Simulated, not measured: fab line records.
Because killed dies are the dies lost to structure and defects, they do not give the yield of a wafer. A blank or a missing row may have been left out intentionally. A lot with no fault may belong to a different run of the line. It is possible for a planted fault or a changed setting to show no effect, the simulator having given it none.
Code-filled problem report in 8D (eight disciplines) form    flow n5Finfet    the parts of the form that need people (team, actions taken, sign-off) are left out

1. THE ISSUE
Mean of trenchDepthNm at N5_STI_FIN_REVEAL_FIN_H_MEAS_10: 56.7 nm across 3 wafers in 3 lots; on wafers with no fault it is 52.1 nm (standard deviation 0.79). Relative to the usual mean, that is a shift of +5.8 standard deviations.
First observed at day 6 08:06: wafer L245.5, on ocd-01. At this step, 25 wafers from 9 lots have a number in the record. Rule for "out" (also "out of limits"): further than 4 standard deviations from the usual mean. Any other wafer with a number is counted as sound.

2. WHAT THIS IS AND IS NOT
question                     is                      is not
which readings at this step  trenchDepthNm           -
which lots                   L245, L246, L249        L230, L232, L233, L238, L241, L248
which wafers of those lots   L245.5, L246.3, L249.5  L245.2, L245.6, L246.4, L249.2
read on which gauges         ocd-01, ocd-02          -
when                         from day 6 08:06        up to then (17 sound wafers); but 5 sound wafers of L246, L248, L249 came after

3. THE SUSPECTS, EACH WITH WHAT RULES IT OUT
Counting: a tool at a process step up to the reading stays a suspect if it ran every lot that is out. Sound lots after the first of them don't rule it out here, since some wafers of a struck lot are sound.
- the gauge at N5_STI_FIN_REVEAL_FIN_H_MEAS_10 has been ruled out. 2 gauges (ocd-01, ocd-02) read the wafers that are out.
- vaporEtch-02 at N5_STI_FIN_REVEAL_RECESS_09 (chemistry HF/NH3, target SiO2, afs cycles 11, target depth 42.5 nm, sublimation time 60 s): kept. Ran every lot that is out, first one L245 (day 6 05:24); last sound lot up to then L241 (day 5 07:12).
Left after counting: vaporEtch-02 at N5_STI_FIN_REVEAL_RECESS_09.

4. THE CAUSE (what the simulator had put in)
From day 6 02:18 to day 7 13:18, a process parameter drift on vaporEtch-02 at N5_STI_FIN_REVEAL_RECESS_09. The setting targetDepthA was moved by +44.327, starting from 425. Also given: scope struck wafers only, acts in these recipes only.
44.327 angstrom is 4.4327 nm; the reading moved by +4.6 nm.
After counting, this tool was the only one left.

5. SEQUENCE OF EFFECTS, ordered by route
Each row: a reading where the mean over the struck wafers with a number is more than 3 standard deviations away from the usual. Only readings whose record carries a usual standard deviation are examined. hours: median over the lots of the time between each lot's start at the first step of this table that gives one and its start at this step. sigmas: the change, counted in usual standard deviations.
hours  step                             reading        usual      on struck wafers  change  sigmas
0      N5_STI_FIN_REVEAL_FIN_H_MEAS_10  trenchDepthNm  52.1 nm    56.7              +4.6    +5.8
130    N5_BEOL_M4_RC_MEAS_101           ION_N          672 uA/um  716               +44     +3.7

6. WHAT WOULD HAVE CAUGHT IT SOONER
The first out-of-limits reading at a measuring or inspecting step in this record came at day 6 08:06, 6 hours after the fault's start at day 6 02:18.
No tool reading at N5_STI_FIN_REVEAL_RECESS_09 that has a usual standard deviation in the record was out on any struck wafer, so an alarm limit of 4 standard deviations on those readings would not have fired.
Among the 3 lots that are out, L246, L249 began N5_STI_FIN_REVEAL_RECESS_09 on vaporEtch-02 after day 6 08:06. A hold on the tool at that time would have spared those 2.
